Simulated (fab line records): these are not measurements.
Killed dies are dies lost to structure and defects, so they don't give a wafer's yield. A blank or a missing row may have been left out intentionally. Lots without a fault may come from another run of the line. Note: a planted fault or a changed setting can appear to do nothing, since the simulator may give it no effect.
A lot that was struck, set against a sound lot + flow n5-finfet + 38 steps out of a route of 1938
Sound: the wafers L291.1, L291.2, L291.3. Wafers struck: L276.1, L276.3, L276.4. The cause comes at the end.
Per side, at each step with rows, come the tool, then ch with its chambers, and then its first start. Under that, the readings that differ: sound wafers + struck wafers + difference of the means + sigmas: that difference in standard deviations of wafers without a fault.
alike: readings whose means differ by less than 2 such deviations, and words and numbers that are the same on both sides. not compared: withheld readings, readings that some wafer has no value for, bounds like >300 that may hide the same value, and numbers for which the record gives no deviation and whose values overlap.
The two part at a step that has a row with sigmas, a row that says differs or no value, or rows on one side only. Numbers that have no deviation but don't overlap get no sigmas and don't part them. A reading missing from all wafers of one side parts the sides only when that side holds two or more wafers.

first, 8 steps without rows for these wafers: N5_MOL_CONTACT_COAG_PRECLEAN_138 (cleans in alkaline clean, time 60 s); N5_MOL_CONTACT_COAG_SRD_139 (time 30 s); N5_MOL_CONTACT_COAG_PRE_CLEAN_121; N5_MOL_CONTACT_COAG_CVD_140 (deposits W, target thk 66.5 nm, time 215 s); N5_MOL_CONTACT_COAG_PRECLEAN_127 (cleans in DIW, time 57.5 s); N5_MOL_CONTACT_COAG_SRD_128 (dry time 32 s); N5_MOL_CONTACT_COAG_CMP_52 (polishes, stops on SiO2, t overpolish 1.5 s, target thk 66.5 nm); N5_MOL_CONTACT_COAG_ANNEAL_112 (time 1800 s).
N5_BEOL_M0_SAQP_PECVD_00: deposits SiCN from 3MS/NH3, target thk 8 nm, time 14 s.
  sound on pecvd-03 ch 0,1,2, day 11 11:28; struck on pecvd-03 ch 0,1, day 7 09:02
  no value came back on the struck wafers for chamber-pressure-Torr (Torr), rf-fwd-power-W (W), showerhead-plenum-p-Torr (Torr), throttle-valve-pct (%); on the sound wafers chamber-pressure-Torr (Torr) reads 2.997 3.007 3.011
then, 25 steps without rows for these wafers: N5_BEOL_M0_SAQP_ILD_DEP_01 (deposits SiOC from DEMS/O2, target thk 45.419 nm, time 8.7 s); N5_BEOL_M0_SAQP_HM_DEP_02 (deposits TiN, target thk 12 nm); N5_BEOL_M0_SAQP_PECVD_03 (deposits SiCN from 3MS/NH3, target thk 12 nm, time 21.1 s); N5_BEOL_M0_SAQP_PECVD_96 (deposits a-Si from SiH4/He, target thk 45 nm, time 45.2 s); N5_BEOL_M0_SAQP_PECVD_97 (deposits SiNx from SiH4/NH3/N2, target thk 23 nm, time 19.9 s); N5_BEOL_M0_SAQP_PECVD_04 (deposits a-Si from SiH4/He, target thk 60 nm, time 60.2 s); N5_BEOL_M0_SAQP_HM_DEP_111 (deposits SiO2 from SiH4/N2O, target thk 12 nm, time 7.2 s); N5_BEOL_M0_SAQP_COAT_81 (time 60 s, resist thk 100 nm); N5_BEOL_M0_SAQP_COAT_82 (time 60 s, resist thk 30 nm); N5_BEOL_M0_SAQP_COAT_08 (resist thk 90 nm); N5_BEOL_M0_SAQP_EBR_10; N5_BEOL_M0_SAQP_SOFTBAKE_09 (time 60 s); N5_BEOL_M0_SAQP_EXPOSE_11 (exposes mask M0 CORE, target cd 42 nm); N5_BEOL_M0_SAQP_PEB_12 (peb time 60 s); N5_BEOL_M0_SAQP_DEVELOP_13 (develop time 30 s); N5_BEOL_M0_SAQP_DESCUM_19 (chemistry O2, time 7.9 s); N5_BEOL_M0_SAQP_ETCH_83 (etches SiARC in CF4, target depth 39 nm, time 65 s); N5_BEOL_M0_SAQP_ETCH_84 (etches SOC in N2/H2, target depth 100 nm, overetch 20 nm, time 150 s); N5_BEOL_M0_SAQP_STRIP_80 (strips in N2/H2); N5_BEOL_M0_SAQP_HM_OPEN_112 (chemistry CHF3/O2, target SiO2, stops on a-Si, target depth 12 nm, time 13.5 s); N5_BEOL_M0_SAQP_STRIP_113 (strips in CHF3/O2); N5_BEOL_M0_SAQP_MANDREL_ETCH_20 (etches a-Si in HBr/Cl2, stops on SiNx, target depth 60 nm, bt time 10 s, time 30 s); N5_BEOL_M0_SAQP_STRIP_86 (strips in N2/H2); N5_BEOL_M0_SAQP_STRIP_115 (strips in post etch residue remover, time 60 s); N5_BEOL_M0_SAQP_SRD_93 (time 30 s).
N5_BEOL_M0_ETCH_109: etches SiCN in CH3F/O2, target depth 8 nm, overetch 2.4 nm, time 27.4 s.
  sound on rie-diel-05 ch 0,1,3, day 12 00:21; struck on rie-diel-05 ch 0,1,2, day 7 19:41
| reading                  | sound             | struck         | difference | sigmas |
|--------------------------|-------------------|----------------|------------|--------|
| oes-product-au (a.u.)    | 0.72 0.64 0.76    | 0.34 0.30 0.32 | -0.39      | -5     |
| model.etch.depth-nm (nm) | 7.955 7.849 7.828 | 0 0 0          | -8         |        |
  alike: bias-w, drypump-motor-current-A, rf-vpp-V, showerhead-plenum-p-Torr, throttle-valve-pct
  not compared: rf-hours-counter-h
N5_BEOL_M0_RS_MEAS_126: the measuring method here is four-point-probe.
  sound: film-metro-02 at day 12 04:23; struck: film-metro-01 at day 7 22:41
| reading        | sound             | struck            | difference | sigmas |
|----------------|-------------------|-------------------|------------|--------|
| M0_RS (ohm/sq) | 0.528 0.514 0.537 | 0.674 0.737 0.669 | +0.167     | +7     |
N5_BEOL_M4_RC_MEAS_101:
  sound on prober-02 ch 0, day 14 08:51; struck on prober-01 ch 0, day 9 21:52
  alike: DIBL_N, DIBL_P, IOFF_N, IOFF_P, ION_N, ION_P, SS_N, SS_P, VT_N, VT_P
-- here the record skips 5 days between the struck wafers' starts before and after, leaving off in module BEOL_M4 and picking up in module PASSIVATION (first step shown: number 1936 of the route) --
N5_PASSIVATION_PROBE_49:
  sound: prober-01 at day 18 14:30; struck: prober-01 at day 15 03:25
| reading                  | sound          | struck         | difference | sigmas |
|--------------------------|----------------|----------------|------------|--------|
| defect-limited-yield (%) | 89.5 90.9 91.7 | 68.3 70.0 68.2 | -21.9      | -15    |
| killed_at_M0_to_M3       | 51 43 33       | 289 293 284    | +246       | +22    |
| killed-at-front-end      | 30 29 24       | 61 43 60       | +27        | +2     |
| killed-dies              | 124 107 98     | 374 354 375    | +258       | +14    |
| killed-on-rim            | 16 19 13       | 114 111 107    | +95        | +21    |
| sort_bin_5_function (%)  | 5.7 4.8 4.7    | 27.3 27.2 28.4 | +22.6      | +23    |
| sort-n-pass              | 1056 1073 1082 | 806 826 805    | -258       | -14    |
| sort-yield-pct (%)       | 89.5 90.9 91.7 | 68.3 70.0 68.2 | -21.9      | -15    |
  alike: killed_at_M4_up, killed-at-contacts, killed-at-other, killed-open, killed-short, sort_bin_6_memory

## WHERE THEY PART
Earliest at N5_BEOL_M0_SAQP_PECVD_00; latest, in this record, at N5_PASSIVATION_PROBE_49.

WHY: whatever the simulator had introduced
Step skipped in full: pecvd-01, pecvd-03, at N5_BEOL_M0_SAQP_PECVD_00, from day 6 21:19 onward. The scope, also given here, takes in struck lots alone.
